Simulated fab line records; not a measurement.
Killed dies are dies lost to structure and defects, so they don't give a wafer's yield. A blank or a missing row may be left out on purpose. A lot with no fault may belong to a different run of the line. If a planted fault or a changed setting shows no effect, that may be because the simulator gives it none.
Which of the tools did it? -- flow nand harc -- 18 wafers from 6 lots sampled at 2 of the route's 1302 steps

WHAT THE GAUGES READ, wafer by wafer
NHARC_P_BONDPAD_CD_MEAS_09 targets a cd of 500 nm.
lot,measured,on,cd nm (nm)
L251,day 7 10:08,cd sem-01,500.0 502.9 502.4
L253,day 8 11:22,cd sem-03,496.3 496.2 496.2
L256,day 9 14:40,cd sem-03,501.2 499.7 502.6
L263,day 12 18:16,cd sem-02,500.8 498.5 499.4
L266,day 13 22:22,cd sem-01,496.8 497.7 501.2
L271,day 16 02:35,cd sem-03,497.4 498.7 499.3

TOOL THAT RAN EACH LOT (tool first, then ch and the chambers of the sampled wafers, then the start)
lot,NHARC_P_M2_PRE_CLEAN_32
L251,"pecvd-01 ch 0,1,2, day 7 08:26"
L253,"pecvd-01 ch 0,2, day 8 09:38"
L256,"pecvd-01 ch 0,1,2, day 9 12:56"
L263,"pecvd-03 ch 0,1,2, day 12 16:35"
L266,"pecvd-03 ch 0,1,2, day 13 20:40"
L271,"pecvd-04 ch 1,2, day 16 00:58"
- NHARC_P_M2_PRE_CLEAN_32: time 12 s.

THE ANSWER, worked out from the rows above alone
Rule: what is usual is taken from the lots themselves. The widest of any qualifying gaps counts: lots, ordered by their means at a reading, are off when they make up no more than a third of the lots, leave a main group of 4 or more, and stand apart from it by 3 or more times the standard deviation of that group's means. The tables above print the reading to a certain number of digits; a main group whose means all agree to those digits is not used. A lot without any number at a reading at which 4 lots or more have one is off too. All remaining lots with rows at the step are treated as sound.
No lot is off on any of the readings shown, so nothing can be concluded from this.

WHAT THE SIMULATOR HAD INSERTED
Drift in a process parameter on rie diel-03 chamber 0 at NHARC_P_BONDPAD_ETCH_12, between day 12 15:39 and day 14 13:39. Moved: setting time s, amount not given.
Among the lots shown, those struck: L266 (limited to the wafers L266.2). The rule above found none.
